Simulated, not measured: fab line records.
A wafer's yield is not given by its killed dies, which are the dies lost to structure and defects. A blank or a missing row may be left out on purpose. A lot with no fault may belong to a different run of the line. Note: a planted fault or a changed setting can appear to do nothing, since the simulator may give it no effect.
Which tool did it? | flow nandHarc | 54 wafers from 18 lots sampled at 6 of the route's 1159 steps

## WHAT EACH GAUGE READ, for each wafer
The record lacks any reading of a measuring or inspecting step that a usual standard deviation could be used to judge.

## EACH LOT AND THE TOOL THAT RAN IT (in order: tool; ch and the chambers of the sampled wafers; start)
lot  | NHARC_P_ZERO_WELL_DESCUM_26      | NHARC_P_ZERO_WELL_DESCUM_54      | NHARC_P_STI_ETCH_31                         | NHARC_P_GATE_DESCUM_31            | NHARC_P_GATE_ETCHBACK_37                     | NHARC_P_GATE_DESCUM_93
L074 | rieDiel-09 ch 0,2,3, day 1 14:37 | rieDiel-07 ch 1,2, day 1 17:53   | rieDiel-03 ch 0,1,2, day 4 17:05 or earlier | rieDiel-11 ch 0,2, day 4 17:05    | rieDiel-11 ch 1,2, day 5 08:29 or earlier    | rieDiel-11 ch 2,3, day 5 08:29
L075 | rieDiel-09 ch 0,2,3, day 1 20:44 | rieDiel-08 ch 0,1,3, day 2 00:02 | rieDiel-05 ch 0,2,3, day 5 04:53 or earlier | rieDiel-11 ch 0,1,2, day 5 04:53  | rieDiel-12 ch 0,1,2, day 5 20:08 or earlier  | rieDiel-11 ch 1,2,3, day 5 20:08
L076 | rieDiel-09 ch 0,1, day 2 02:44   | rieDiel-09 ch 2,3, day 2 06:01   | rieDiel-05 ch 0,1,2, day 5 10:43 or earlier | rieDiel-12 ch 0,1,2, day 5 10:43  | rieDiel-13 ch 0,3, day 6 02:12 or earlier    | rieDiel-11 ch 0,1,3, day 6 02:12
L077 | rieDiel-09 ch 0,1,2, day 2 08:47 | rieDiel-07 ch 0,2, day 2 12:07   | rieDiel-02 ch 1,2,3, day 5 10:02 or earlier | rieDiel-11 ch 0,2,3, day 5 10:02  | rieDiel-12 ch 0,3, day 6 01:33 or earlier    | rieDiel-11 ch 0,3, day 6 01:33
L078 | rieDiel-08 ch 0,1,2, day 2 14:39 | rieDiel-07 ch 0,2,3, day 2 17:58 | rieDiel-02 ch 0,2,3, day 5 18:42 or earlier | rieDiel-12 ch 1,2, day 5 18:42    | rieDiel-12 ch 1,2, day 6 10:01 or earlier    | rieDiel-11 ch 1,2, day 6 10:01
L079 | rieDiel-07 ch 0,1,2, day 2 20:47 | rieDiel-09 ch 1,2,3, day 3 00:04 | rieDiel-02 ch 2,3, day 6 06:49 or earlier   | rieDiel-12 ch 0,2,3, day 6 06:49  | rieDiel-13 ch 0,1,2, day 6 22:13 or earlier  | rieDiel-13 ch 0,1,2, day 6 22:13
L080 | rieDiel-08 ch 0,1,3, day 3 02:40 | rieDiel-09 ch 0,2,3, day 3 05:57 | rieDiel-02 ch 0,1,3, day 6 08:49 or earlier | rieDiel-11 ch 0,2,3, day 6 08:49  | rieDiel-11 ch 1,2, day 7 00:34 or earlier    | rieDiel-11 ch 1,2,3, day 7 00:34
L081 | rieDiel-09 ch 0,3, day 3 08:46   | rieDiel-09 ch 0,1,2, day 3 11:58 | rieDiel-05 ch 0,2,3, day 6 09:25 or earlier | rieDiel-11 ch 0,2,3, day 6 09:25  | rieDiel-11 ch 2,3, day 7 01:02 or earlier    | rieDiel-11 ch 1,2, day 7 01:02
L083 | rieDiel-09 ch 1,2,3, day 3 20:40 | rieDiel-07 ch 2,3, day 3 23:50   | rieDiel-03 ch 1,2,3, day 7 01:52 or earlier | rieDiel-13 ch 0,2,3, day 7 01:52  | rieDiel-12 ch 0,1,3, day 7 18:01 or earlier  | rieDiel-11 ch 0,2,3, day 7 18:01
L084 | rieDiel-08 ch 0,1,3, day 4 02:31 | rieDiel-08 ch 0,1,3, day 4 05:41 | rieDiel-05 ch 0,1,3, day 7 01:35 or earlier | rieDiel-11 ch 1,3, day 7 01:35    | rieDiel-13 ch 0,1, day 7 16:59 or earlier    | rieDiel-11 ch 0,1,3, day 7 16:59
L085 | rieDiel-07 ch 0,2, day 4 08:38   | rieDiel-08 ch 0,3, day 4 11:49   | rieDiel-03 ch 0,3, day 7 22:47 or earlier   | rieDiel-11 ch 0,2,3, day 7 22:47  | rieDiel-13 ch 0,1,3, day 8 16:23 or earlier  | rieDiel-11 ch 0,1,2, day 8 16:23
L086 | rieDiel-09 ch 0,2,3, day 4 14:39 | rieDiel-08 ch 0,2,3, day 4 17:55 | rieDiel-02 ch 0,3, day 7 22:07 or earlier   | rieDiel-11 ch 0,3, day 7 22:07    | rieDiel-11 ch 1,2,3, day 8 13:43 or earlier  | rieDiel-12 ch 0,1,2, day 8 13:43
L087 | rieDiel-09 ch 0,1, day 4 20:45   | rieDiel-09 ch 0,3, day 5 00:07   | rieDiel-05 ch 0,1, day 7 23:38 or earlier   | rieDiel-12 ch 1,2, day 7 23:38    | rieDiel-12 ch 2,3, day 8 14:49 or earlier    | rieDiel-11 ch 0,1,2, day 8 14:49
L090 | rieDiel-08 ch 2,3, day 5 14:49   | rieDiel-08 ch 1,2,3, day 5 18:01 | rieDiel-03 ch 0,3, day 8 19:43 or earlier   | rieDiel-12 ch 0,1,2, day 8 19:43  | rieDiel-12 ch 0,1,2, day 9 15:07 or earlier  | rieDiel-11 ch 0,1,3, day 9 15:07
L091 | rieDiel-07 ch 1,2,3, day 5 20:48 | rieDiel-09 ch 0,1,3, day 6 00:05 | rieDiel-02 ch 2,3, day 8 19:32 or earlier   | rieDiel-11 ch 0,1,3, day 8 19:32  | rieDiel-11 ch 0,1,3, day 9 13:18 or earlier  | rieDiel-13 ch 0,2,3, day 9 13:18
L092 | rieDiel-07 ch 0,2, day 6 02:44   | rieDiel-09 ch 1,3, day 6 05:53   | rieDiel-05 ch 0,1,3, day 9 06:38 or earlier | rieDiel-11 ch 0,1,2, day 9 06:38  | rieDiel-11 ch 1,2,3, day 9 22:20 or earlier  | rieDiel-12 ch 0,3, day 9 22:20
L095 | rieDiel-07 ch 0,1, day 6 20:38   | rieDiel-08 ch 0,3, day 6 23:57   | rieDiel-02 ch 0,3, day 10 00:34 or earlier  | rieDiel-11 ch 0,1,2, day 10 00:34 | rieDiel-11 ch 0,1,2, day 10 15:54 or earlier | rieDiel-13 ch 2,3, day 10 15:54
L097 | rieDiel-07 ch 0,1, day 7 08:37   | rieDiel-08 ch 0,3, day 7 11:53   | rieDiel-02 ch 0,2, day 10 13:56 or earlier  | rieDiel-11 ch 0,1, day 10 13:56   | rieDiel-13 ch 0,3, day 11 05:17 or earlier   | rieDiel-11 ch 0,2,3, day 11 05:17
- NHARC_P_ZERO_WELL_DESCUM_26: chemistry O2, time 3 s.
- NHARC_P_ZERO_WELL_DESCUM_54: chemistry O2, time 3 s.
- NHARC_P_STI_ETCH_31: etches the open film in CF4/CHF3, target depth 108.9 nm, time 54.5 s.
- NHARC_P_GATE_DESCUM_31: chemistry O2, time 3 s.
- NHARC_P_GATE_ETCHBACK_37: etches the open film in CHF3/O2, target depth 34.5 nm, time 17.2 s.
- NHARC_P_GATE_DESCUM_93: chemistry O2, time 3 s.

## AS READ BY THE TOOLS THEMSELVES (means over the sampled wafers that have a number; for cases with no such wafer, the mark the record gives instead)
NHARC_P_ZERO_WELL_DESCUM_26. Usual: drypumpMotorCurrentA 5.5 A, standard deviation 0.37; o2FlowSccm 199.9 sccm, standard deviation 1.1; oesProductAu 1.000 a.u., standard deviation 0.014; rfVppV 58.1 V, standard deviation 0.97; showerheadPlenumPTorr 1.94 Torr, standard deviation 0.082; throttleValvePct 11.310 %, standard deviation 0.0096.
lot  | tool       | drypumpMotorCurrentA (A) | o2FlowSccm (sccm) | oesProductAu (a.u.) | rfVppV (V) | showerheadPlenumPTorr (Torr) | throttleValvePct (%) | flag
L074 | rieDiel-09 | 5.4                      | 200.3             | 1.004               | 58.6       | 1.97                         | 11.307               | 
L075 | rieDiel-09 | 5.4                      | 199.4             | 1.008               | 58.2       | 1.97                         | 11.314               | 
L076 | rieDiel-09 | 5.2                      | 200.1             | 1.010               | 58.6       | 1.90                         | 11.313               | 
L077 | rieDiel-09 | 5.4                      | 200.1             | 0.999               | 58.4       | 1.96                         | 11.308               | 
L078 | rieDiel-08 | 5.6                      | 200.0             | 0.989               | 58.0       | 1.89                         | 11.308               | 
L079 | rieDiel-07 | 5.9                      | 200.0             | 0.990               | 56.9       | 1.90                         | 11.317               | 
L080 | rieDiel-08 | 5.5                      | 199.9             | 1.002               | 58.8       | 1.95                         | 11.314               | 
L081 | rieDiel-09 | 5.2                      | 200.0             | 1.002               | 57.1       | 1.91                         | 11.319               | 
L083 | rieDiel-09 | 5.4                      | 199.9             | 0.991               | 58.6       | 2.02                         | 11.313               | 
L084 | rieDiel-08 | 5.5                      | 200.3             | 0.990               | 57.8       | 1.95                         | 11.311               | 
L085 | rieDiel-07 | 6.2                      | 199.6             | 1.017               | 58.7       | 1.89                         | 11.325               | 
L086 | rieDiel-09 | 5.4                      | 199.6             | 1.000               | 58.0       | 1.97                         | 11.316               | 
L087 | rieDiel-09 | 5.2                      | 199.7             | 1.010               | 58.3       | 1.96                         | 11.313               | 
L090 | rieDiel-08 | 5.5                      | 199.4             | 0.997               | 58.1       | 1.90                         | 11.308               | 
L091 | rieDiel-07 | 5.8                      | 200.1             | 1.000               | 58.1       | 1.93                         | 11.297               | 
L092 | rieDiel-07 | 5.9                      | 199.4             | 1.001               | 58.5       | 1.91                         | 11.315               | 
L095 | rieDiel-07 | 5.6                      | 199.8             | 0.998               | 57.8       | 1.92                         | 11.307               | 
L097 | rieDiel-07 | 5.6                      | 199.9             | 0.985               | 58.4       | 1.92                         | 11.305               | 

NHARC_P_ZERO_WELL_DESCUM_54. Usual: drypumpMotorCurrentA 5.5 A, standard deviation 0.36; o2FlowSccm 199.9 sccm, standard deviation 0.57; oesProductAu 1.001 a.u., standard deviation 0.015; rfVppV 57.9 V, standard deviation 0.95; showerheadPlenumPTorr 1.94 Torr, standard deviation 0.082; throttleValvePct 11.311 %, standard deviation 0.0089.
lot  | tool       | drypumpMotorCurrentA (A) | o2FlowSccm (sccm) | oesProductAu (a.u.) | rfVppV (V) | showerheadPlenumPTorr (Torr) | throttleValvePct (%) | flag
L074 | rieDiel-07 | 6.2                      | 199.6             | 1.000               | 57.4       | 1.88                         | 11.315               | 
L075 | rieDiel-08 | 5.4                      | 199.6             | 0.997               | 57.4       | 1.95                         | 11.317               | 
L076 | rieDiel-09 | 5.7                      | 200.4             | 0.997               | 57.8       | 2.02                         | 11.302               | 
L077 | rieDiel-07 | 6.0                      | 199.8             | 0.984               | 57.5       | 1.91                         | 11.302               | 
L078 | rieDiel-07 | 5.9                      | 200.5             | 0.983               | 58.2       | 1.94                         | 11.301               | 
L079 | rieDiel-09 | 5.4                      | 200.1             | 0.998               | 58.0       | 2.02                         | 11.318               | 
L080 | rieDiel-09 | 5.4                      | 200.1             | 1.002               | 58.1       | 1.96                         | 11.297               | 
L081 | rieDiel-09 | 5.5                      | 200.2             | 1.002               | 58.5       | 1.96                         | 11.310               | 
L083 | rieDiel-07 | 5.8                      | 199.8             | 1.005               | 57.8       | 1.98                         | 11.316               | 
L084 | rieDiel-08 | 5.5                      | 199.8             | 0.998               | 58.5       | 1.95                         | 11.311               | 
L085 | rieDiel-08 | 5.2                      | 199.6             | 1.010               | 56.8       | 1.99                         | 11.315               | 
L086 | rieDiel-08 | 5.4                      | 199.5             | 1.001               | 57.2       | 1.92                         | 11.320               | 
L087 | rieDiel-09 | 5.2                      | 199.8             | 1.019               | 58.4       | 1.91                         | 11.309               | 
L090 | rieDiel-08 | 5.7                      | 200.2             | 0.994               | 57.6       | 1.87                         | 11.314               | 
L091 | rieDiel-09 | 5.2                      | 200.1             | 1.004               | 57.8       | 1.96                         | 11.314               | 
L092 | rieDiel-09 | 5.2                      | 199.8             | 1.022               | 58.1       | 2.02                         | 11.297               | 
L095 | rieDiel-08 | 5.2                      | 200.0             | 1.009               | 58.0       | 1.99                         | 11.312               | 
L097 | rieDiel-08 | 5.2                      | 199.4             | 1.003               | 58.4       | 1.99                         | 11.311               | 

NHARC_P_STI_ETCH_31. Usual: drypumpMotorCurrentA 5.6 A, standard deviation 0.41; oesProductAu 0.958 a.u., standard deviation 0.018; rfVppV 369.5 V, standard deviation 2.5; showerheadPlenumPTorr 1.54 Torr, standard deviation 0.071; throttleValvePct 16.802 %, standard deviation 0.0092.
lot  | tool       | drypumpMotorCurrentA (A) | oesProductAu (a.u.) | rfVppV (V) | showerheadPlenumPTorr (Torr) | throttleValvePct (%) | flag
L074 | rieDiel-03 | 5.5                      | 0.977               | 371.3      | 1.59                         | 16.795               | 
L075 | rieDiel-05 | 5.6                      | 0.950               | 370.1      | 1.57                         | 16.796               | 
L076 | rieDiel-05 | 5.7                      | 0.965               | 371.5      | 1.60                         | 16.810               | 
L077 | rieDiel-02 | 5.6                      | 0.959               | 367.6      | 1.49                         | 16.795               | 
L078 | rieDiel-02 | 5.7                      | 0.915               | 367.7      | 1.49                         | 16.798               | 
L079 | rieDiel-02 | 5.5                      | 0.957               | 368.1      | 1.49                         | 16.792               | 
L080 | rieDiel-02 | 5.3                      | 0.966               | 367.0      | 1.48                         | 16.808               | 
L081 | rieDiel-05 | 5.6                      | 0.950               | 370.6      | 1.57                         | 16.810               | 
L083 | rieDiel-03 | 5.5                      | 0.974               | 372.6      | 1.64                         | 16.801               | 
L084 | rieDiel-05 | 5.7                      | 0.965               | 370.7      | 1.59                         | 16.801               | 
L085 | rieDiel-03 | 5.8                      | 0.960               | 371.9      | 1.62                         | 16.802               | 
L086 | rieDiel-02 | 5.3                      | 0.928               | 367.2      | 1.48                         | 16.813               | 
L087 | rieDiel-05 | 5.8                      | 0.967               | 371.9      | 1.62                         | 16.814               | 
L090 | rieDiel-03 | 5.8                      | 0.971               | 372.2      | 1.62                         | 16.799               | 
L091 | rieDiel-02 | 5.6                      | 0.932               | 367.4      | 1.49                         | 16.802               | 
L092 | rieDiel-05 | 5.7                      | 0.939               | 370.3      | 1.59                         | 16.797               | 
L095 | rieDiel-02 | 5.5                      | 0.950               | 366.7      | 1.48                         | 16.809               | 
L097 | rieDiel-02 | 6.2                      | 0.980               | 368.0      | 1.50                         | 16.798               | 

NHARC_P_GATE_DESCUM_31. Usual: drypumpMotorCurrentA 5.9 A, standard deviation 0.57; o2FlowSccm 199.9 sccm, standard deviation 0.52; oesProductAu 1.001 a.u., standard deviation 0.014; rfVppV 57.9 V, standard deviation 0.98; showerheadPlenumPTorr 1.91 Torr, standard deviation 0.093; throttleValvePct 11.310 %, standard deviation 0.0086.
lot  | tool       | drypumpMotorCurrentA (A) | o2FlowSccm (sccm) | oesProductAu (a.u.) | rfVppV (V) | showerheadPlenumPTorr (Torr) | throttleValvePct (%) | flag
L074 | rieDiel-11 | 5.6                      | 199.8             | 0.986               | 59.1       | 1.98                         | 11.311               | 
L075 | rieDiel-11 | 5.8                      | 199.7             | 0.984               | 58.1       | 1.95                         | 11.309               | 
L076 | rieDiel-12 | 5.8                      | 199.7             | 1.008               | 57.9       | 1.82                         | 11.305               | 
L077 | rieDiel-11 | 5.7                      | 199.9             | 0.986               | 57.5       | 1.93                         | 11.311               | 
L078 | rieDiel-12 | 6.1                      | 200.4             | 1.002               | 57.0       | 1.83                         | 11.309               | 
L079 | rieDiel-12 | 5.8                      | 200.1             | 1.013               | 57.1       | 1.80                         | 11.309               | 
L080 | rieDiel-11 | 5.7                      | 199.4             | 1.004               | 58.9       | 1.93                         | 11.315               | 
L081 | rieDiel-11 | 5.7                      | 199.8             | 1.000               | 57.2       | 1.93                         | 11.302               | 
L083 | rieDiel-13 | 6.1                      | 199.6             | 1.017               | 58.6       | 1.96                         | 11.303               | 
L084 | rieDiel-11 | 6.5                      | 200.0             | 0.993               | 58.5       | 1.92                         | 11.312               | 
L085 | rieDiel-11 | 5.7                      | 199.9             | 0.991               | 57.9       | 1.93                         | 11.313               | 
L086 | rieDiel-11 | 6.0                      | 199.4             | 0.997               | 57.9       | 1.99                         | 11.309               | 
L087 | rieDiel-12 | 6.1                      | 199.6             | 1.000               | 57.8       | 1.84                         | 11.313               | 
L090 | rieDiel-12 | 5.8                      | 199.9             | 1.002               | 57.8       | 1.81                         | 11.314               | 
L091 | rieDiel-11 | 6.3                      | 199.4             | 0.992               | 58.0       | 1.95                         | 11.303               | 
L092 | rieDiel-11 | 5.8                      | 200.2             | 0.996               | 58.7       | 1.94                         | 11.309               | 
L095 | rieDiel-11 | 5.8                      | 200.1             | 0.995               | 58.4       | 1.94                         | 11.313               | 
L097 | rieDiel-11 | 6.1                      | 200.0             | 0.996               | 57.6       | 2.00                         | 11.306               | 

NHARC_P_GATE_ETCHBACK_37. Usual: drypumpMotorCurrentA 5.9 A, standard deviation 0.57; o2FlowSccm 10.00 sccm, standard deviation 0.033; oesProductAu 0.96 a.u., standard deviation 0.043; rfVppV 370.1 V, standard deviation 2.6; showerheadPlenumPTorr 2.38 Torr, standard deviation 0.12; throttleValvePct 20.573 %, standard deviation 0.0093.
lot  | tool       | drypumpMotorCurrentA (A) | o2FlowSccm (sccm) | oesProductAu (a.u.) | rfVppV (V) | showerheadPlenumPTorr (Torr) | throttleValvePct (%) | flag
L074 | rieDiel-11 | 6.0                      | 10.04             | 0.91                | 371.2      | 2.40                         | 20.568               | 
L075 | rieDiel-12 | 5.8                      | 10.00             | 1.00                | 368.3      | 2.28                         | 20.572               | 
L076 | rieDiel-13 | 6.0                      | 10.01             | 1.03                | 373.6      | 2.55                         | 20.573               | 
L077 | rieDiel-12 | 5.5                      | 10.02             | 0.94                | 368.1      | 2.25                         | 20.572               | 
L078 | rieDiel-12 | 6.1                      | 10.02             | 0.92                | 368.4      | 2.32                         | 20.567               | 
L079 | rieDiel-13 | 5.8                      | 9.96              | 1.00                | 370.9      | 2.46                         | 20.578               | 
L080 | rieDiel-11 | 6.1                      | 10.01             | 0.93                | 370.6      | 2.40                         | 20.576               | 
L081 | rieDiel-11 | 5.3                      | 10.00             | 0.94                | 369.1      | 2.35                         | 20.574               | 
L083 | rieDiel-12 | 5.8                      | 10.00             | 0.93                | 369.0      | 2.28                         | 20.583               | 
L084 | rieDiel-13 | 5.4                      | 10.00             | 1.00                | 373.5      | 2.54                         | 20.574               | 
L085 | rieDiel-13 | 5.7                      | 10.03             | 1.02                | 373.4      | 2.54                         | 20.572               | 
L086 | rieDiel-11 | 5.9                      | 10.03             | 0.92                | 370.2      | 2.38                         | 20.559               | 
L087 | rieDiel-12 | 6.1                      | 9.99              | 0.94                | 367.6      | 2.27                         | 20.571               | 
L090 | rieDiel-12 | 5.8                      | 10.03             | 0.92                | 367.6      | 2.27                         | 20.576               | 
L091 | rieDiel-11 | 6.3                      | 10.03             | 0.99                | 370.7      | 2.45                         | 20.571               | 
L092 | rieDiel-11 | 5.9                      | 9.99              | 0.92                | 370.0      | 2.38                         | 20.570               | 
L095 | rieDiel-11 | 5.8                      | 10.02             | 0.93                | 372.1      | 2.44                         | 20.586               | 
L097 | rieDiel-13 | 6.0                      | 9.96              | 1.02                | 372.4      | 2.53                         | 20.569               | 

NHARC_P_GATE_DESCUM_93. Usual: drypumpMotorCurrentA 5.9 A, standard deviation 0.62; o2FlowSccm 200.0 sccm, standard deviation 0.6; oesProductAu 1.000 a.u., standard deviation 0.015; rfVppV 57.8 V, standard deviation 0.9; showerheadPlenumPTorr 1.92 Torr, standard deviation 0.09; throttleValvePct 11.311 %, standard deviation 0.01.
lot  | tool       | drypumpMotorCurrentA (A) | o2FlowSccm (sccm) | oesProductAu (a.u.) | rfVppV (V) | showerheadPlenumPTorr (Torr) | throttleValvePct (%) | flag
L074 | rieDiel-11 | 5.3                      | 200.5             | 0.983               | 57.8       | 1.87                         | 11.308               | 
L075 | rieDiel-11 | 5.9                      | 200.2             | 0.997               | 57.7       | 1.90                         | 11.306               | 
L076 | rieDiel-11 | 6.3                      | 200.1             | 0.996               | 57.4       | 1.95                         | 11.311               | 
L077 | rieDiel-11 | 6.0                      | 200.2             | 1.007               | 57.3       | 1.99                         | 11.331               | 
L078 | rieDiel-11 | 6.0                      | 200.6             | 0.991               | 57.6       | 1.91                         | 11.322               | 
L079 | rieDiel-13 | 5.7                      | 199.9             | 1.004               | 58.3       | 1.96                         | 11.308               | 
L080 | rieDiel-11 | 5.9                      | 199.3             | 1.005               | 58.1       | 1.89                         | 11.313               | 
L081 | rieDiel-11 | 6.0                      | 200.7             | 0.988               | 57.3       | 1.91                         | 11.320               | 
L083 | rieDiel-11 | 5.7                      | 199.9             | 0.999               | 57.4       | 1.93                         | 11.309               | 
L084 | rieDiel-11 | 6.3                      | 200.4             | 0.998               | 57.3       | 1.95                         | 11.313               | 
L085 | rieDiel-11 | 5.8                      | 199.4             | 0.986               | 57.5       | 1.95                         | 11.313               | 
L086 | rieDiel-12 | 5.8                      | 199.4             | 1.003               | 57.6       | 1.81                         | 11.320               | 
L087 | rieDiel-11 | 5.8                      | 200.0             | 0.988               | 58.3       | 1.95                         | 11.323               | 
L090 | rieDiel-11 | 6.3                      | 199.7             | 0.992               | 57.2       | 1.95                         | 11.312               | 
L091 | rieDiel-13 | 6.1                      | 199.8             | 1.024               | 57.6       | 1.95                         | 11.313               | 
L092 | rieDiel-12 | 5.4                      | 200.2             | 1.005               | 57.8       | 1.99                         | 11.313               | 
L095 | rieDiel-13 | 6.4                      | 200.6             | 1.011               | 57.6       | 1.85                         | 11.319               | 
L097 | rieDiel-11 | 5.7                      | 200.1             | 0.988               | 57.8       | 1.92                         | 11.310               | 

## THE ANSWER, worked out from the rows above alone
Rule: lot off if the mean of its wafers having a number is beyond 3 standard deviations from the usual mean. Also off: a lot with no number at a reading for which 4 or more lots have one. All remaining lots with rows at the step are treated as sound. After the gauges, taken in route order, come the tools' own readings; for these a lot's mean is taken, as printed above. At the first step where some lot is off, the reading lying furthest off is the one used; lots without a number count as furthest.
No lot is off on any of the readings shown, so nothing can be concluded from this.

## WHAT THE SIMULATOR PUT IN
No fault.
